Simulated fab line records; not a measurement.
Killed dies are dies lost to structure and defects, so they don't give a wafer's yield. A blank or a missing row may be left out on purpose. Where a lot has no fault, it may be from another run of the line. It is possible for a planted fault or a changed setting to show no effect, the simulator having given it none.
A lot that was struck, set against a sound lot / flow n5 finfet / 15 steps out of a route of 1938
Sound: these wafers, L799.2, L799.5, L799.6. Wafers L796.1, L796.3, L796.4 were the ones struck. Last of all comes the cause.
Each step with rows lists, per side, the tool, then ch with its chambers, then its first start. Under that, the readings that differ: sound wafers / struck wafers / difference of the means / sigmas: that difference in standard deviations of wafers without a fault.
alike: same words and numbers on both sides, and readings whose means sit less than 2 such deviations apart. not compared: any withheld reading, any reading some wafer has no value for, any bound like >300 that may hide the same value, and any number with overlapping values for which the record gives no deviation.
A row with sigmas, a row that says differs or no value, or rows on one side alone: a step with any of these is where the two part. When numbers do not overlap yet have no deviation, they are printed without sigmas and do not part them. A reading that every wafer of one side lacks parts them only if that side has two wafers or more.

N5_SD_EPI_P_ETCH_37: etches SOC in N2/H2, overetch 108 nm, time 486 s.
  sound on rie diel-03 ch 0,3, day 6 19:11; struck on rie diel-01 ch 1,3, day 6 01:14
  alike: drypump motor current A, h2 flow sccm, oes product au, rf vpp V, showerhead plenum p Torr, throttle valve pct
  not compared: rf hours counter h
then, 1 step without rows for these wafers: N5_SD_EPI_P_STRIP_38 (strips in N2/H2).
N5_SD_EPI_P_ETCHBACK_46: etches SiNx in CH3F/O2, stops on SiO2, target depth 17.5 nm.
  sound on rie diel-03 ch 0,3, day 6 19:30; struck on rie diel-01 ch 1,3, day 6 01:33
  alike: drypump motor current A, oes product au, rf vpp V, showerhead plenum p Torr, throttle valve pct
  not compared: rf hours counter h
then, 1 step without rows for these wafers: N5_SD_EPI_P_ETCH_47 (etches SiOCN in CH3F/O2, target depth 25 nm).
N5_SD_EPI_P_ETCH_16: etches SiO2 in CHF3/O2, target depth 5 nm.
  sound on rie diel-03 ch 0,3, day 6 19:42; struck on rie diel-01 ch 1,3, day 6 01:45
  alike: drypump motor current A, oes product au, rf vpp V, showerhead plenum p Torr, throttle valve pct
  not compared: rf hours counter h
then, 1 step without rows for these wafers: N5_SD_EPI_P_STRIP_50 (strips in CHF3/O2).
N5_SD_EPI_P_SD_RECESS_17: chemistry HBr/Cl2/O2, target depth 39.1 nm, bt time 3 s.
  sound on rie si-06 ch 0,1,3, day 6 19:46; struck on rie si-01 ch 0,1,2, day 6 01:49
  alike: drypump motor current A, oes product au, throttle valve pct
  not compared: rf hours counter h
then, 1 step without rows for these wafers: N5_SD_EPI_P_WET_ETCH_45 (etches SiO2 in dHF, time 10.7 s, target depth 2 nm, rinse time 30 s).
N5_SD_EPI_P_STRIP_40: strips in N2/H2.
  sound on plasma asher-01 ch 0,1, day 6 19:55; struck on plasma asher-02 ch 0,1, day 6 01:58
reading=heater power w (W); sound=380 372 349; struck=312 337 306; difference=-49; sigmas=-2
  alike: drypump motor current A, h2 flow sccm, oes product au
  not compared: rf hours counter h
then, 3 steps without rows for these wafers: N5_SD_EPI_P_PRECLEAN_52 (cleans in O3/DIW, time 60 s); N5_SD_EPI_P_SRD_20 (time 30 s); N5_SD_EPI_P_PRECLEAN_51 (cleans in NF3:NH3, afs cycles 1, time 20 s, sublimation time 60 s).
N5_SD_EPI_P_VAPOR_ETCH_44: etches SiGe30 in NF3/Ar, time 3.3 s.
  sound on epi rpcvd-02 ch 0, day 6 20:22; struck on epi rpcvd-02 ch 0, day 6 02:46
then, 1 step without rows for these wafers: N5_SD_EPI_P_EPI_21 (deposits SiGe:B, time 355 s).
-- here the record skips 9 days between the struck wafers' starts before and after, leaving off in module SD_EPI_P and picking up in module PASSIVATION (first step shown: number 1936 of the route) --
N5_PASSIVATION_PROBE_49:
  sound on prober-01 at day 16 16:43; struck on prober-01 at day 15 11:55
reading=killed at front end; sound=53 47 57; struck=31 19 35; difference=-24; sigmas=-2
  alike: killed_at_M0_to_M3, killed_at_M4_up, killed at contacts, killed at other, killed dies, killed on rim, killed open, killed short

## WHERE THEY PART
First at N5_SD_EPI_P_STRIP_40; last, within this record, at N5_PASSIVATION_PROBE_49.

WHY: whatever the simulator had introduced
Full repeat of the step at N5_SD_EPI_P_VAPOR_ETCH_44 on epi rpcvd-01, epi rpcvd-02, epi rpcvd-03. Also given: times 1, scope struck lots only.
